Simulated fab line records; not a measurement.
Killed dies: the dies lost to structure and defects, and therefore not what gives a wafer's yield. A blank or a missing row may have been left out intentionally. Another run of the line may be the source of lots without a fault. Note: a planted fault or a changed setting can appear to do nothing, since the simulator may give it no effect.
fab line records	flow n5_finfet
[record] lots = 6	wafers = 18	last_day = 17
route steps=1938 shown SD_EPI_P@298 BEOL_M4@1111
lots untouched by any fault: they come from a run of this same line in which no faults occurred
start_h: hours from the record's opening day to when the first of the lot's shown wafers began	wait_h: hours elapsed since this lot's preceding step	" same as the row above	L1.1+2: a single row standing in for several wafers	- either no value or no given start	* or withheld: withheld	< > ~ a bound
route shown NAME@n: names a module that has steps shown in the file, with the first one's number in the route	usual: mean/standard deviation of fault-free wafers	same: alike in all rows	chamber/n: place in a boat	sites: the reading at each site	_std_site: how widely they spread, as a standard deviation	_edge_site: the outer-site mean with the inner-site mean subtracted	radius_mm: for every site, how far away it sits from the centre of the wafer	mask NAME#n: copy n	behind: the tool/chamber that last shaped the wafer	hold: the reason the lot was held/the length of the hold in hours/how it ended	device: which transistor (n, p or np) failed to switch	end of line: the same wafers' tests at the end of the route	a step without rows: its recipe alone	killed: dies that structure and defects cost at the first sort, which is not the same as the wafer's yield	map: the dies of a wafer, with x for killed, . for not killed, _ for no die there
set.NAME: the setting as run; set.NAME@STEP: as run at that earlier step	model.NAME: the simulator's own value behind a step, which no gauge read
a table for each step, a row for each wafer; lots at some steps of the route
services: when a tool's chamber went out of use (start_h, in hours from the record's first day, below 0 if earlier), for how many hours, and the reason
[[steps]]
[step N5_SD_EPI_P_EBR_05]
[recipe] solvent = PGMEA	ebr_width_mm = 1.5
[step N5_SD_EPI_P_SOFTBAKE_04]
[recipe] temp_c = 110	time_s = 60	resist = CAR-ArF-block
[step N5_SD_EPI_P_EXPOSE_06]
[recipe] mask_id = SD_P_BLK	na = 1.35	source_shape = conventional	sigma_outer = 0.8	polarization = unpolarized	target_cd_nm = 240	dose_mj = 39.5
[step N5_SD_EPI_P_PEB_07]
[recipe] peb_temp_c = 110	peb_time_s = 60	resist = CAR-ArF-block
[step N5_SD_EPI_P_DEVELOP_08]
[recipe] develop_time_s = 30	developer = TMAH	resist = CAR-ArF-block	dev_temp_c = 23	rinse_liquid = diw	dry = air_spin
[step N5_SD_EPI_P_CD_MEAS_09]
[recipe] target_cd_nm = 240	landing_energy_ev = 500	detector = se_inlens
[usual] cd_nm = 240.0/0.62
lot.wafer	tool	chamber	start_h	wait_h	cd_nm
L996.1	cd_sem-02	0	56.21	-	240.5
L996.2	"	0	"	"	240.8
L996.3	"	0	"	"	239.6
L999.3	cd_sem-03	0	74.28	-	240.5
L999.4	"	0	"	"	241.1
L999.6	"	0	"	"	240.7
L110.1	cd_sem-01	0	139.63	-	239.1
L110.3	"	0	"	"	239.9
L110.6	"	0	"	"	239.7
L111.1	cd_sem-01	0	150.09	-	239.6
L111.4	"	0	"	"	239.5
L111.6	"	0	"	"	238.6
L115.1	cd_sem-03	0	169.17	-	240.0
L115.5	"	0	"	"	241.0
L115.6	"	0	"	"	240.3
L119.1	cd_sem-03	0	200.02	-	240.1
L119.3	"	0	"	"	241.5
L119.6	"	0	"	"	239.5
[step N5_SD_EPI_P_OVL_MEAS_10]
[recipe] points_per_wafer = 44
[usual] SD_P_BLK_OVL = 0.0/0.77
lot.wafer	tool	chamber	start_h	wait_h	SD_P_BLK_OVL[nm]
L996.1	overlay-02	0	56.24	0.0	-0.1
L996.2	"	0	"	"	0.9
L996.3	"	0	"	"	-0.6
L999.3	overlay-02	0	74.31	0.0	-0.8
L999.4	"	0	"	"	-0.3
L999.6	"	0	"	"	-0.4
L110.1	overlay-01	0	139.66	0.0	-1.0
L110.3	"	0	"	"	-1.1
L110.6	"	0	"	"	0.5
L111.1	overlay-02	0	150.12	0.0	-0.4
L111.4	"	0	"	"	0.3
L111.6	"	0	"	"	2.0
L115.1	overlay-01	0	169.20	0.0	0.1
L115.5	"	0	"	"	0.0
L115.6	"	0	"	"	0.2
L119.1	overlay-02	0	200.06	0.0	1.3
L119.3	"	0	"	"	0.4
L119.6	"	0	"	"	0.3
[step N5_SD_EPI_P_INSPECT_11]
[recipe] mode = adi	inspect_instrument = macro
[usual] raw_defect_count = 2.0/1.3
lot.wafer	tool	chamber	start_h	wait_h	raw_defect_count
L996.1	defect_inspect-01	-	56.26	0.0	4
L996.2	"	-	"	"	1
L996.3	"	-	"	"	2
L999.3	defect_inspect-02	-	74.33	0.0	4
L999.4	"	-	"	"	0
L999.6	"	-	"	"	4
L110.1	defect_inspect-02	-	139.69	0.0	3
L110.3	"	-	"	"	0
L110.6	"	-	"	"	2
L111.1	defect_inspect-02	-	150.15	0.0	1
L111.4	"	-	"	"	1
L111.6	"	-	"	"	2
L115.1	defect_inspect-02	-	169.23	0.0	3
L115.5	"	-	"	"	1
L115.6	"	-	"	"	2
L119.1	defect_inspect-01	-	200.09	0.0	2
L119.3	"	-	"	"	6
L119.6	"	-	"	"	1
[step N5_SD_EPI_P_DESCUM_14]
[recipe] chemistry = O2	time_s = 7.9	source_power_w = 50	bias_power_w = 20	pressure_mtorr = 20	rf_frequency_hz = 2.712e+07	temp_c = 40	resist = CAR-ArF-block	o2_flow_sccm = 225
[usual] chamber_pressure_mTorr = 20.000/0.018	drypump_motor_current_A = 5.7/0.33	oes_product_au = 0.75/0.081	rf_vpp_V = 243.4/1.2	showerhead_plenum_p_Torr = 2.11/0.056	throttle_valve_pct = 20.43/0.22
lot.wafer	tool	chamber	start_h	wait_h	chamber_pressure_mTorr	drypump_motor_current_A	oes_product_au	rf_hours_counter_h	rf_vpp_V	showerhead_plenum_p_Torr	throttle_valve_pct
L996.1	rie_diel-05	1	56.30	0.0	20.007	5.2	0.79	105	244.9	2.12	20.19
L996.2	"	2	"	"	19.998	5.8	0.75	173	243.1	2.09	20.39
L996.3	"	0	"	"	19.997	5.4	0.67	245	240.1	1.98	20.77
L999.3	rie_diel-01	2	74.37	0.0	19.998	5.3	0.71	210	242.8	2.07	20.88
L999.4	"	3	"	"	20.022	5.7	0.76	111	242.6	2.02	20.26
L999.6	"	1	"	"	19.998	5.5	0.76	-	243.2	2.10	20.35
L110.1	rie_diel-05	3	139.72	0.0	19.994	5.6	0.69	204	242.6	2.09	20.54
L110.3	"	2	"	"	20.010	5.9	0.72	203	242.3	2.08	20.45
L110.6	"	1	"	"	20.013	5.2	0.76	-	241.9	2.11	20.23
L111.1	rie_diel-05	2	150.80	0.7	20.024	5.9	0.72	207	242.4	2.08	20.44
L111.4	"	0	"	"	19.970	5.4	0.93	15	246.0	2.24	20.40
L111.6	"	0	"	"	20.004	5.4	0.93	-	245.0	2.24	20.38
L115.1	rie_diel-04	0	169.26	0.0	20.005	5.6	0.70	241	245.0	2.15	20.57
L115.5	"	3	"	"	20.007	5.9	0.69	-	243.0	2.13	20.52
L115.6	"	0	"	"	19.990	5.7	0.71	-	244.4	2.15	20.54
L119.1	rie_diel-04	1	200.47	0.4	19.959	6.3	0.69	231	245.1	2.15	20.63
L119.3	"	0	"	"	20.006	5.6	0.69	252	244.5	2.15	20.56
L119.6	"	2	"	"	20.002	6.2	0.88	-	242.4	2.06	19.94
[step N5_SD_EPI_P_ETCH_36]
[recipe] chemistry = CF4	target = SiARC	target_depth_a = 455	mask_material = CAR-ArF-block	time_s = 75.8	ion_energy_ev = 80	pressure_mtorr = 40	source_w = 545	bias_w = 36	Ar_flow_sccm = 100	cf4_flow_sccm = 100	ends = cleared
[usual] chamber_pressure_mTorr = 40.00/0.036	drypump_motor_current_A = 5.7/0.33	etch_rf_on_time_s = 76.3/2	oes_product_au = 0.64/0.073	rf_vpp_V = 184.3/1	showerhead_plenum_p_Torr = 2.16/0.061	throttle_valve_pct = 15.63/0.27
lot.wafer	tool	chamber	start_h	wait_h	chamber_pressure_mTorr	drypump_motor_current_A	etch_rf_on_time_s	oes_product_au	rf_hours_counter_h	rf_vpp_V	showerhead_plenum_p_Torr	throttle_valve_pct
L996.1	rie_diel-05	1	56.33	0.0	40.02	5.2	74.3	0.68	105	183.5	2.15	15.28
L996.2	"	2	"	"	40.00	5.8	77.0	0.63	173	184.1	2.14	15.60
L996.3	"	0	"	"	39.99	5.4	75.4	0.57	245	182.8	2.04	15.95
L999.3	rie_diel-01	2	74.41	0.0	39.99	5.4	77.8	0.60	210	184.6	2.12	16.01
L999.4	"	3	"	"	39.94	5.7	76.0	0.65	111	183.7	2.06	15.37
L999.6	"	1	"	"	40.02	5.5	74.8	0.66	-	184.0	2.14	15.55
L110.1	rie_diel-05	3	139.75	0.0	40.00	5.6	81.0	0.58	204	183.1	2.13	15.75
L110.3	"	2	"	"	39.95	5.8	77.8	0.61	203	183.9	2.12	15.65
L110.6	"	1	"	"	40.04	5.2	75.8	0.65	-	184.1	2.14	15.36
L111.1	rie_diel-05	2	150.83	0.0	40.03	5.9	77.3	0.61	207	185.6	2.12	15.66
L111.4	"	0	"	"	40.07	5.4	74.3	0.80	15	185.4	2.29	15.48
L111.6	"	0	"	"	39.97	5.4	74.9	0.79	-	185.7	2.29	15.50
L115.1	rie_diel-04	0	169.30	0.0	40.06	5.6	76.1	0.59	241	185.3	2.20	15.80
L115.5	"	3	"	"	40.01	5.9	76.5	0.59	-	185.4	2.20	15.91
L115.6	"	0	"	"	40.06	5.6	76.6	0.59	-	184.4	2.20	15.79
L119.1	rie_diel-04	1	200.50	0.0	39.99	6.3	75.3	0.60	231	184.1	2.20	15.88
L119.3	"	0	"	"	40.02	5.6	78.2	0.59	252	183.6	2.20	15.84
L119.6	"	2	"	"	39.94	6.2	73.6	0.76	-	183.6	2.08	15.00
[step N5_SD_EPI_P_ETCH_37]
[recipe] chemistry = N2/H2	target = SOC	overetch_a = 1080	mask_material = SiARC	temp_c = 40	ion_energy_ev = 100	source_w = 3000	bias_w = 133	pressure_mtorr = 20	time_s = 486	n2_flow_sccm = 200	h2_flow_sccm = 200	ends = end_point
[usual] chamber_pressure_mTorr = 19.999/0.019	drypump_motor_current_A = 5.7/0.33	oes_product_au = 0.68/0.069	rf_vpp_V = 241.0/1.2	showerhead_plenum_p_Torr = 2.56/0.07	throttle_valve_pct = 23.76/0.24
lot.wafer	tool	chamber	start_h	wait_h	chamber_pressure_mTorr	drypump_motor_current_A	oes_product_au	rf_hours_counter_h	rf_vpp_V	showerhead_plenum_p_Torr	throttle_valve_pct
L996.1	rie_diel-05	1	56.39	0.0	19.999	5.2	0.71	105	241.0	2.56	23.50
L996.2	"	2	"	"	20.001	5.8	0.67	173	242.0	2.53	23.66
L996.3	"	0	"	"	19.996	5.4	0.61	245	239.5	2.40	23.99
L999.3	rie_diel-01	2	74.46	0.0	19.977	5.4	0.65	210	240.8	2.52	24.24
L999.4	"	3	"	"	19.990	5.7	0.69	111	240.4	2.45	23.71
L999.6	"	1	"	"	20.032	5.5	0.69	-	239.7	2.54	23.59
L110.1	rie_diel-05	3	139.81	0.0	20.002	5.6	0.63	204	243.0	2.52	23.62
L110.3	"	2	"	"	19.981	5.9	0.65	204	239.8	2.52	23.70
L110.6	"	1	"	"	19.972	5.3	0.68	-	240.7	2.55	23.55
L111.1	rie_diel-05	2	150.89	0.0	20.006	5.8	0.65	207	241.4	2.52	23.71
L111.4	"	0	"	"	19.986	5.4	0.83	15	243.2	2.71	23.64
L111.6	"	0	"	"	20.007	5.4	0.83	-	242.5	2.71	23.62
L115.1	rie_diel-04	0	169.35	0.0	19.995	5.7	0.63	241	241.7	2.62	23.99
L115.5	"	3	"	"	20.003	5.9	0.63	-	240.7	2.61	24.07
L115.6	"	0	"	"	20.034	5.7	0.63	-	241.3	2.62	24.01
L119.1	rie_diel-04	1	200.56	0.0	19.988	6.3	0.62	231	242.6	2.60	23.83
L119.3	"	0	"	"	19.957	5.6	0.62	252	241.7	2.62	24.01
L119.6	"	2	"	"	19.960	6.2	0.79	-	241.1	2.49	23.30
[step N5_SD_EPI_P_STRIP_38]
[recipe] chemistry = N2/H2	temp_c = 40	n2_flow_sccm = 200	h2_flow_sccm = 200	rf_frequency_hz = 6e+07
[step N5_SD_EPI_P_ETCHBACK_46]
[recipe] chemistry = CH3F/O2	mode = anisotropic_etchback	target = SiNx	target_depth_a = 175	stop_on = SiO2	over_etch_frac = 0.3	ion_energy_ev = 120	pressure_mtorr = 30	source_w = 395	bias_w = 73	Ar_flow_sccm = 150	CH3F_flow_sccm = 30	O2_flow_sccm = 20
[usual] chamber_pressure_mTorr = 30.000/0.028	drypump_motor_current_A = 5.7/0.33	oes_product_au = 0.65/0.066	rf_vpp_V = 296/6.2	showerhead_plenum_p_Torr = 2.02/0.061	throttle_valve_pct = 16.37/0.27
lot.wafer	tool	chamber	start_h	wait_h	chamber_pressure_mTorr	drypump_motor_current_A	oes_product_au	rf_hours_counter_h	rf_vpp_V	showerhead_plenum_p_Torr	throttle_valve_pct	model.SiARC_of_SD_EPI_P_COAT_35.thk_nm
L996.1	rie_diel-05	1	56.71	0.0	29.990	5.2	0.68	105	293	2.02	16.03	15
L996.2	"	2	"	"	30.011	5.9	0.64	173	290	2.00	16.34	15.6
L996.3	"	0	"	"	29.971	5.4	0.57	245	289	1.91	16.71	15.2
L999.3	rie_diel-01	2	74.79	0.0	29.988	5.4	0.61	211	303	1.99	16.82	15.6
L999.4	"	3	"	"	30.014	5.7	0.65	111	301	1.91	16.07	15.2
L999.6	"	1	"	"	30.011	5.5	0.65	-	303	2.00	16.26	14.8
L110.1	rie_diel-05	3	140.14	0.0	30.024	5.6	0.60	205	294	2.00	16.54	16.2
L110.3	"	2	"	"	30.018	5.8	0.62	204	289	1.99	16.42	13.4
L110.6	"	1	"	"	30.005	5.2	0.65	-	293	2.01	16.09	15
L111.1	rie_diel-05	2	151.22	0.0	30.072	5.9	0.62	207	291	1.99	16.43	15.8
L111.4	"	0	"	"	30.019	5.4	0.79	15	294	2.15	16.28	13
L111.6	"	0	"	"	29.994	5.4	0.79	-	294	2.15	16.30	14.8
L115.1	rie_diel-04	0	169.68	0.0	30.024	5.6	0.60	241	287	2.07	16.56	15.8
L115.5	"	3	"	"	29.993	5.9	0.60	-	299	2.06	16.60	15.6
L115.6	"	0	"	"	29.969	5.6	0.60	-	288	2.06	16.56	15.8
L119.1	rie_diel-04	1	200.88	0.0	30.008	6.3	0.59	231	308	2.05	16.56	14.8
L119.3	"	0	"	"	30.020	5.6	0.60	252	287	2.06	16.59	15.8
L119.6	"	2	"	"	29.982	6.2	0.74	-	299	1.95	15.75	14.4
[step N5_SD_EPI_P_ETCH_47]
[recipe] chemistry = CH3F/O2	target = SiOCN	target_depth_a = 250	mask_material = SOC	ion_energy_ev = 60	bias_w = 29	pressure_mtorr = 30	source_w = 410	Ar_flow_sccm = 150	CH3F_flow_sccm = 30	O2_flow_sccm = 20
[usual] chamber_pressure_mTorr = 30.005/0.029	drypump_motor_current_A = 5.7/0.33	oes_product_au = 0.75/0.082	rf_vpp_V = 127.2/2.7	showerhead_plenum_p_Torr = 2.02/0.061	throttle_valve_pct = 16.35/0.28
lot.wafer	tool	chamber	start_h	wait_h	chamber_pressure_mTorr	drypump_motor_current_A	oes_product_au	rf_hours_counter_h	rf_vpp_V	showerhead_plenum_p_Torr	throttle_valve_pct
L996.1	rie_diel-05	1	56.81	0.1	29.984	5.2	0.79	105	125.5	2.02	16.01
L996.2	"	2	"	"	29.984	5.9	0.74	173	124.7	2.00	16.32
L996.3	"	0	"	"	30.031	5.4	0.67	245	124.0	1.91	16.72
L999.3	rie_diel-01	2	74.89	0.1	29.988	5.4	0.71	211	131.5	1.99	16.80
L999.4	"	3	"	"	30.050	5.7	0.76	111	129.5	1.91	16.04
L999.6	"	1	"	"	30.010	5.5	0.77	-	130.4	2.00	16.23
L110.1	rie_diel-05	3	140.24	0.1	30.022	5.6	0.68	205	125.2	2.00	16.51
L110.3	"	2	"	"	29.990	5.9	0.72	204	124.4	1.99	16.39
L110.6	"	1	"	"	29.988	5.2	0.76	-	124.7	2.01	16.08
L111.1	rie_diel-05	2	151.32	0.1	30.026	5.9	0.72	207	123.8	1.99	16.39
L111.4	"	0	"	"	29.987	5.4	0.93	15	126.2	2.15	16.27
L111.6	"	0	"	"	30.045	5.4	0.92	-	125.0	2.15	16.25
L115.1	rie_diel-04	0	169.78	0.1	29.975	5.6	0.69	241	124.0	2.06	16.52
L115.5	"	3	"	"	29.993	5.9	0.69	-	127.7	2.06	16.60
L115.6	"	0	"	"	29.999	5.6	0.70	-	123.5	2.07	16.53
L119.1	rie_diel-04	1	200.98	0.1	29.994	6.3	0.70	231	132.2	2.05	16.54
L119.3	"	0	"	"	29.960	5.6	0.69	252	123.1	2.06	16.55
L119.6	"	2	"	"	29.968	6.2	0.88	-	129.4	1.95	15.72
[step N5_SD_EPI_P_ETCH_16]
[recipe] chemistry = CHF3/O2	target = SiO2	target_depth_a = 50	mask_material = SOC	pressure_mtorr = 30	source_w = 650	bias_w = 170	Ar_flow_sccm = 200	CHF3_flow_sccm = 50	O2_flow_sccm = 5	ion_energy_ev = 200
[usual] chamber_pressure_mTorr = 30.000/0.028	drypump_motor_current_A = 5.7/0.33	oes_product_au = 0.75/0.083	rf_vpp_V = 523/11	showerhead_plenum_p_Torr = 2.43/0.07	throttle_valve_pct = 18.91/0.28
lot.wafer	tool	chamber	start_h	wait_h	chamber_pressure_mTorr	drypump_motor_current_A	oes_product_au	rf_hours_counter_h	rf_vpp_V	showerhead_plenum_p_Torr	throttle_valve_pct	model.SiARC_of_SD_EPI_P_COAT_35.thk_nm
L996.1	rie_diel-05	1	56.91	0.1	29.997	5.2	0.80	105	515	2.43	18.57	11.4
L996.2	"	2	"	"	29.993	5.8	0.73	173	514	2.41	18.92	12.2
L996.3	"	0	"	"	30.028	5.4	0.66	245	509	2.30	19.26	11.8
L999.3	rie_diel-01	2	74.99	0.1	29.972	5.3	0.71	211	534	2.40	19.36	12
L999.4	"	3	"	"	30.015	5.7	0.75	111	531	2.31	18.59	11.6
L999.6	"	1	"	"	29.987	5.5	0.77	-	534	2.41	18.79	11.2
L110.1	rie_diel-05	3	140.34	0.1	29.944	5.6	0.68	205	519	2.41	19.07	12.8
L110.3	"	2	"	"	30.002	5.8	0.72	204	514	2.40	18.97	10
L110.6	"	1	"	"	30.060	5.2	0.77	-	516	2.42	18.63	11.4
L111.1	rie_diel-05	2	151.42	0.1	30.022	5.9	0.72	207	513	2.40	18.95	12.4
L111.4	"	0	"	"	30.002	5.4	0.93	15	518	2.58	18.85	9.4
L111.6	"	0	"	"	30.076	5.4	0.92	-	518	2.58	18.85	11.4
L115.1	rie_diel-04	0	169.88	0.1	30.033	5.6	0.71	242	508	2.49	19.12	12.2
L115.5	"	3	"	"	29.984	5.9	0.69	-	527	2.47	19.13	12.2
L115.6	"	0	"	"	29.993	5.6	0.70	-	506	2.49	19.10	12.4
L119.1	rie_diel-04	1	201.08	0.1	30.007	6.3	0.69	231	542	2.47	19.09	11.2
L119.3	"	0	"	"	29.981	5.6	0.69	252	507	2.48	19.12	12.4
L119.6	"	2	"	"	30.001	6.2	0.89	-	530	2.34	18.28	10.8
[step N5_SD_EPI_P_STRIP_50]
[recipe] chemistry = CHF3/O2	resist = SiARC	rf_frequency_hz = 6e+07
[step N5_BEOL_M4_RC_MEAS_101]
[usual] DIBL_N = 36.0/1.9	DIBL_P = 36.0/2.1	IOFF_N = 0.155/0.029	IOFF_P = 0.20/0.032	ION_N = 672/11	ION_P = 461/6.9	SS_N = 71.5/0.58	SS_P = 73.2/0.64	VT_N = 250.4/2.9	VT_P = -251.0/2.8
lot.wafer	tool	chamber	start_h	wait_h	DIBL_N[mV/V]	DIBL_P[mV/V]	IOFF_N[nA/um]	IOFF_P[nA/um]	ION_N[uA/um]	ION_P[uA/um]	SS_N[mV/dec]	SS_P[mV/dec]	VT_N[mV]	VT_P[mV]
L996.1	prober-02	0	179.89	0.0	35.1	34.2	0.126	0.16	654	438	71.7	72.7	255.4	-258.2
L996.2	"	0	"	"	34.4	34.5	0.125	0.15	663	452	70.8	72.5	252.5	-258.4
L996.3	"	0	"	"	34.0	34.4	0.124	0.16	672	456	71.2	72.5	251.0	-254.6
L999.3	prober-02	0	187.42	0.3	36.9	37.3	0.159	0.21	687	469	70.0	73.3	250.8	-250.4
L999.4	"	0	"	"	36.7	37.1	0.155	0.22	678	466	71.9	73.6	249.7	-251.1
L999.6	"	0	"	"	38.4	38.6	0.179	0.24	671	457	71.5	73.4	247.3	-247.1
L110.1	prober-01	0	256.57	0.0	36.9	35.6	0.173	0.23	683	470	71.5	74.0	247.8	-246.5
L110.3	"	0	"	"	33.3	34.2	0.124	0.22	675	472	70.6	73.8	250.4	-244.8
L110.6	"	0	"	"	36.2	34.9	0.156	0.22	662	459	71.6	73.9	249.3	-247.3
L111.1	prober-01	0	263.93	0.0	34.9	36.2	0.129	0.19	647	449	72.0	73.1	252.0	-251.1
L111.4	"	0	"	"	34.9	37.4	0.134	0.21	656	458	71.2	73.0	250.8	-249.1
L111.6	"	0	"	"	37.1	39.3	0.184	0.23	692	469	72.2	73.7	248.3	-250.2
L115.1	prober-02	0	288.05	0.0	35.9	37.5	0.160	0.22	675	470	72.3	73.6	250.3	-247.6
L115.5	"	0	"	"	32.6	33.5	0.113	0.17	661	468	70.2	72.8	253.6	-252.7
L115.6	"	0	"	"	33.1	33.1	0.117	0.17	650	450	71.0	72.5	253.9	-252.3
L119.1	prober-01	0	311.35	0.0	35.8	33.2	0.143	0.18	661	453	71.0	73.1	250.2	-253.6
L119.3	"	0	"	"	37.8	36.0	0.173	0.22	665	453	72.0	74.1	247.7	-250.3
L119.6	"	0	"	"	38.5	37.5	0.198	0.25	685	465	72.1	74.3	247.6	-248.4
[[services]]
tool	chamber	start_h	hours	kind
rie_diel-05	0	75.31	-	clean
rie_diel-05	0	75.31	-	consumable_replace:focus_ring
rie_diel-05	0	75.31	-	consumable_replace:showerhead
rie_diel-05	0	75.31	33.0	scheduled_down
rie_diel-05	0	75.31	33.0	vent_cycle
rie_diel-04	2	75.40	-	clean
rie_diel-04	2	75.40	-	consumable_replace:focus_ring
rie_diel-04	2	75.40	15.8	scheduled_down
rie_diel-04	2	75.40	15.8	vent_cycle
rie_diel-01	0	83.15	5.0	repair
rie_diel-01	0	97.10	6.9	repair
rie_diel-05	1	141.67	9.0	repair
rie_diel-04	3	184.80	-	clean
rie_diel-04	3	184.80	-	consumable_replace:focus_ring
rie_diel-04	3	184.80	21.8	scheduled_down
rie_diel-04	3	184.80	21.8	vent_cycle
rie_diel-05	3	190.29	7.9	repair
rie_diel-01	1	194.00	11.3	repair
rie_diel-01	0	197.51	3.7	repair
[[key]]
first_sign none at tools or gauges
[model_effect] step = N5_SD_EPI_P_ETCHBACK_46	value = SiARC_of_SD_EPI_P_COAT_35.thk_nm	without = 15.2	struck = 13.2
[model_effect] step = N5_SD_EPI_P_ETCH_16	value = SiARC_of_SD_EPI_P_COAT_35.thk_nm	without = 11.7	struck = 9.7
met_at N5_SD_EPI_P_ETCHBACK_46
struck_wafers L110.3,L111.4
onset_between 56.71 140.14
[fault] kind = process_parameter_drift	tool = rie_diel-05	chamber = -	onset_h = 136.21	steps = N5_SD_EPI_P_ETCHBACK_46	channel = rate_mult	offset = 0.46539	shape = step	end_h = 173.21	scope = struck_wafers_only
